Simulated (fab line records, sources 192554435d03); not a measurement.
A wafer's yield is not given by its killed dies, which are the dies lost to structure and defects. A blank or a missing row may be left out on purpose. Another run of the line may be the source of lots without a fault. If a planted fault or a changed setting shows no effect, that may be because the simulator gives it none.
fab line records	flow n5-finfet	part 2 of 2: steps 22 to 30 of 30
record lots=5	wafers=15	last-day=21
route steps=1938 shown BEOL_M6@1233
lots that met no fault: from a run of the same line without faults
start-h: the number of hours between the record's first day and the start of the first shown wafer of the lot	wait-h: time in hours since the lot's previous step	" repeats the value in the row above	L1.1+2: one row covering several wafers at once	- either no value or no given start	* or withheld: withheld	< > ~ a bound
route shown NAME@n: a module of which the file shows steps, and the number in the route of the first	usual: the fault-free wafers' mean and standard deviation	same: alike in all rows	chamber/n: place in a boat	sites: the reading at each site	_std_site: their standard deviation	_edge_site: the outer-site mean with the inner-site mean subtracted	radius-mm: for every site, how far away it sits from the centre of the wafer	mask NAME#n: copy n	behind: the tool/chamber that last shaped the wafer	hold: what put the lot on hold/how long, in hours/how the hold closed	device: transistor that didn't switch, given as n, p or np	end of line: the route-end tests of the same wafers	step lacking rows: just its recipe	killed: count of dies lost to structure and defects at first sort (not the wafer's yield)	map: a wafer's dies, marking killed ones x, the rest . and places with no die _
set.NAME: the setting as run; set.NAME@STEP: as run at that earlier step	model.NAME: the simulator's own value behind a step, which no gauge read
lots at some steps of the route; a table a step, a row a wafer
services: when a tool's chamber went out of use (start-h, in hours from the record's first day, below 0 if earlier), for how many hours, and the reason
## steps
# step N5_BEOL_M6_SPUTTER_48
# recipe material=Cu	target-thk-a=100	temp-c=-20	bias-v=60	power-w=26000	chamber-pressure-pa=0.13	time-s=1.667
# usual chuck-sensor-temp-C=-16.0/0.46	throttle-valve-pct=30.3/1.2
lot.wafer	tool	chamber	start-h	wait-h	chuck-sensor-temp-C	throttle-valve-pct
L074.1	pvd-sputter-03	-	292.86	0.1	-16.9	30.0
L074.2	"	-	"	"	-16.9	27.8
L074.6	"	-	"	"	-16.9	29.8
L080.1	pvd-sputter-01	-	327.98	0.1	-15.3	28.5
L080.3	"	-	"	"	-16.3	30.1
L080.6	"	-	"	"	-16.2	30.0
L088.2	pvd-sputter-01	-	373.38	0.3	-16.1	29.9
L088.3	"	-	"	"	-15.7	31.6
L088.4	"	-	"	"	-15.9	31.8
L087.3	pvd-sputter-01	-	373.94	0.3	-15.3	29.0
L087.4	"	-	"	"	-15.6	31.7
L087.5	"	-	"	"	-16.1	29.9
L095.2	pvd-sputter-02	-	407.91	0.1	-15.9	30.6
L095.4	"	-	"	"	-16.3	30.6
L095.5	"	-	"	"	-15.9	30.1
# step N5_BEOL_M6_ECD_50
# recipe material=Cu	target-thk-a=3000
lot.wafer	tool	chamber	start-h	wait-h
L074.1+2+6	ecd-cu-02	1,0,0	293.04	0.1
L080.1+3+6	ecd-cu-01	0,0,1	328.10	0.1
L088.2+3+4	ecd-cu-02	0,0,1	373.49	0.1
L087.3+4+5	ecd-cu-02	0,1,0	374.08	0.1
L095.2+4+5	ecd-cu-02	1	408.03	0.1
# step N5_BEOL_M6_ANNEAL_51
# recipe temp-c=225	time-s=90	ambient=N2
# usual wafer_temp_C_max=225.85/0.24
lot.wafer	tool	chamber	start-h	wait-h	wafer_temp_C_max
L074.1	rtp-anneal-02	0	293.83	0.8	225.65
L074.2	"	0	"	"	225.80
L074.6	"	0	"	"	225.50
L080.1	rtp-anneal-01	0	328.58	0.5	226.04
L080.3	"	0	"	"	225.96
L080.6	"	0	"	"	226.20
L088.2	rtp-anneal-01	0	373.70	0.2	225.78
L088.3	"	0	"	"	225.88
L088.4	"	0	"	"	225.71
L087.3	rtp-anneal-02	0	374.42	0.3	225.73
L087.4	"	0	"	"	225.63
L087.5	"	0	"	"	225.77
L095.2	rtp-anneal-02	0	408.70	0.6	226.07
L095.4	"	0	"	"	225.99
L095.5	"	0	"	"	225.79
# step N5_BEOL_M6_CMP_52
# recipe stop-on=SiCOH_lowk	t-overpolish-s=6.9	down-force-psi=1	platen-rpm=50	clearing-platen-down-force-psi=1.5	clearing-platen-rpm=50	post-cmp-clean=cu-alkaline	target-thk-nm=80	clearing-platen-pad-velocity-m-s=0.99484	pad-velocity-m-s=0.99484
# usual barrier-field-endpoint-s=28.3/0.74	edge-zone-pressure-frac=1.000/0.0047	head-pressure-psi=0.9996/0.0021	motor-current-A=5.7/0.59	overpolish-run-s=6.900/0.0086	slurry-flow-ml-min=150.0/0.46	time-to-endpoint-s=60/3.8
lot.wafer	tool	chamber	start-h	wait-h	barrier-field-endpoint-s	edge-zone-pressure-frac	head-pressure-psi	motor-current-A	overpolish-run-s	slurry-flow-ml-min	time-to-endpoint-s
L074.1	cmp-04	0	294.14	0.3	28.8	0.995	0.9989	5.5	6.881	150.0	64
L074.2	"	3	"	"	27.1	0.999	0.9997	6.2	6.896	151.4	57
L074.6	"	1	"	"	26.7	0.999	1.0018	6.5	6.903	149.1	56
L080.1	cmp-02	3	328.95	0.3	28.9	0.996	0.9986	5.8	6.905	149.4	60
L080.3	"	0	"	"	28.7	1.007	1.0013	5.5	6.912	149.7	64
L080.6	"	2	"	"	28.5	0.998	0.9985	4.4	6.897	150.4	57
L088.3	cmp-02	1	374.02	0.2	27.2	0.996	1.0000	5.6	6.901	149.4	55
L088.4	"	2	"	"	27.7	1.000	0.9991	4.7	6.901	149.5	52
L088.2	"	0	"	"	29.5	1.000	1.0005	4.9	6.885	149.8	60
L087.3	cmp-02	3	374.64	0.2	27.1	1.001	0.9983	6.0	6.884	150.2	62
L087.4	"	2	"	"	27.4	0.994	1.0018	4.6	6.886	149.9	59
L087.5	"	0	"	"	27.0	0.999	1.0002	5.1	6.912	149.8	61
L095.4	cmp-02	1	408.95	0.1	28.4	0.996	0.9977	5.0	6.899	150.0	57
L095.2	"	2	"	"	28.7	0.992	0.9984	4.7	6.910	149.3	57
L095.5	"	1	"	"	29.1	0.998	0.9971	5.2	6.904	149.8	62
# step N5_BEOL_M6_THK_MEAS_53
# recipe thk-meas-gauge=xrf	reads=Cu_of_BEOL_M6_ECD_50
# usual M6_THK=77.7/2.5
lot.wafer	tool	chamber	start-h	wait-h	M6_THK[nm]
L074.1	film-metro-01	-	294.43	-	78.6
L074.2	"	-	"	"	74.4
L074.6	"	-	"	"	75.3
L080.1	film-metro-01	-	329.17	-	78.4
L080.3	"	-	"	"	77.4
L080.6	"	-	"	"	75.1
L088.2	film-metro-02	-	374.32	-	79.8
L088.3	"	-	"	"	75.7
L088.4	"	-	"	"	81.8
L087.3	film-metro-01	-	374.93	-	74.7
L087.4	"	-	"	"	76.3
L087.5	"	-	"	"	80.2
L095.2	film-metro-01	-	409.24	-	75.8
L095.4	"	-	"	"	75.8
L095.5	"	-	"	"	76.4
# step N5_BEOL_M6_PRE_CLEAN_55
# recipe gas=NH3	time-s=15	temp-c=withheld	rf-power-w=300
lot.wafer	tool	chamber	start-h	wait-h
L074.1+2+6	pecvd-02	0,2,0	294.47	0.0
L080.1+3+6	pecvd-01	2,1,1	329.21	0.0
L088.2+3+4	pecvd-02	2,1,1	374.36	0.0
L087.3+4+5	pecvd-01	2,2,0	374.97	0.0
L095.2+4+5	pecvd-01	1,1,2	409.28	0.0
# step N5_BEOL_M6_DEP_56
# recipe material=SiCN	target-thk-a=100	temp-c=withheld	precursor=3MS/NH3	pressure-torr=3	rf-w=202	time-s=17.5
# usual showerhead-plenum-p-Torr=3.664/0.014	throttle-valve-pct=9.1/0.4
lot.wafer	tool	chamber	start-h	wait-h	showerhead-plenum-p-Torr	throttle-valve-pct
L074.1	pecvd-02	0	294.49	0.0	3.672	9.2
L074.2	"	2	"	"	3.677	8.9
L074.6	"	0	"	"	3.671	9.1
L080.1	pecvd-01	2	329.24	0.0	3.676	8.8
L080.3	"	1	"	"	3.692	8.4
L080.6	"	1	"	"	3.672	8.5
L088.2	pecvd-02	2	374.38	0.0	3.665	9.0
L088.3	"	1	"	"	3.643	9.2
L088.4	"	1	"	"	3.657	9.5
L087.3	pecvd-01	2	374.99	0.0	3.668	8.4
L087.4	"	2	"	"	3.679	8.5
L087.5	"	0	"	"	3.660	9.3
L095.2	pecvd-01	1	409.31	0.0	3.686	8.6
L095.4	"	1	"	"	3.688	8.6
L095.5	"	2	"	"	3.672	8.5
# step N5_BEOL_M6_RS_MEAS_57
# recipe thk-meas-gauge=four-point-probe	reads=Cu_of_BEOL_M6_ECD_50+Co_of_BEOL_M6_CVD_78+TaN_of_BEOL_M6_ALD_77
# usual M6_RS=0.288/0.011
lot.wafer	tool	chamber	start-h	wait-h	M6_RS[ohm/sq]
L074.1	film-metro-02	-	294.56	0.1	0.284
L074.2	"	-	"	"	0.301
L074.6	"	-	"	"	0.299
L080.1	film-metro-02	-	329.30	0.1	0.287
L080.3	"	-	"	"	0.292
L080.6	"	-	"	"	0.303
L088.2	film-metro-01	-	374.45	0.1	0.279
L088.3	"	-	"	"	0.297
L088.4	"	-	"	"	0.270
L087.3	film-metro-01	-	375.06	0.1	0.301
L087.4	"	-	"	"	0.295
L087.5	"	-	"	"	0.276
L095.2	film-metro-01	-	409.38	0.1	0.296
L095.4	"	-	"	"	0.295
L095.5	"	-	"	"	0.290
# step N5_BEOL_M6_INSPECT_58
# recipe inspect-instrument=darkfield	mode=post-dep
# usual raw-defect-count=73/23
lot.wafer	tool	chamber	start-h	wait-h	raw-defect-count
L074.1	defect-inspect-02	-	294.59	0.0	43
L074.2	"	-	"	"	59
L074.6	"	-	"	"	51
L080.1	defect-inspect-02	-	329.33	0.0	107
L080.3	"	-	"	"	71
L080.6	"	-	"	"	74
L088.2	defect-inspect-02	-	374.48	0.0	76
L088.3	"	-	"	"	68
L088.4	"	-	"	"	79
L087.3	defect-inspect-02	-	375.09	0.0	29
L087.4	"	-	"	"	51
L087.5	"	-	"	"	45
L095.2	defect-inspect-02	-	409.40	0.0	53
L095.4	"	-	"	"	50
L095.5	"	-	"	"	37
## services
tool	chamber	start-h	hours	kind
rie-diel-01	1	271.01	14.9	repair
cmp-04	-	272.97	4.0	pm
ecd-cu-01	-	275.58	0.2	repair
ecd-cu-01	-	276.37	4.4	repair
pecvd-02	0	278.63	3.9	repair
uv-cure-02	-	287.07	1.0	pm
ald-metal-01	-	287.10	10.4	repair
rie-diel-04	-	287.48	28.1	pm
pecvd-02	-	288.53	2.8	pm
cmp-02	-	300.10	14.5	pm
ald-metal-03	2	310.32	1.9	repair
rie-diel-01	1	310.36	2.1	repair
cvd-co-02	-	311.81	12.3	repair
ald-metal-01	0	314.89	2.4	repair
pecvd-02	-	324.36	0.8	repair
cvd-co-01	2	330.44	103.8	repair
pecvd-01	-	334.31	2.8	pm
rie-diel-04	2	339.41	7.8	repair
ald-metal-03	-	354.52	0.8	repair
pecvd-02	2	355.98	11.3	repair
rie-diel-05	0	359.21	8.0	repair
wet-bench-01	-	370.85	1.7	repair
pecvd-01	-	371.26	1.8	repair
cmp-02	-	395.74	0.8	repair
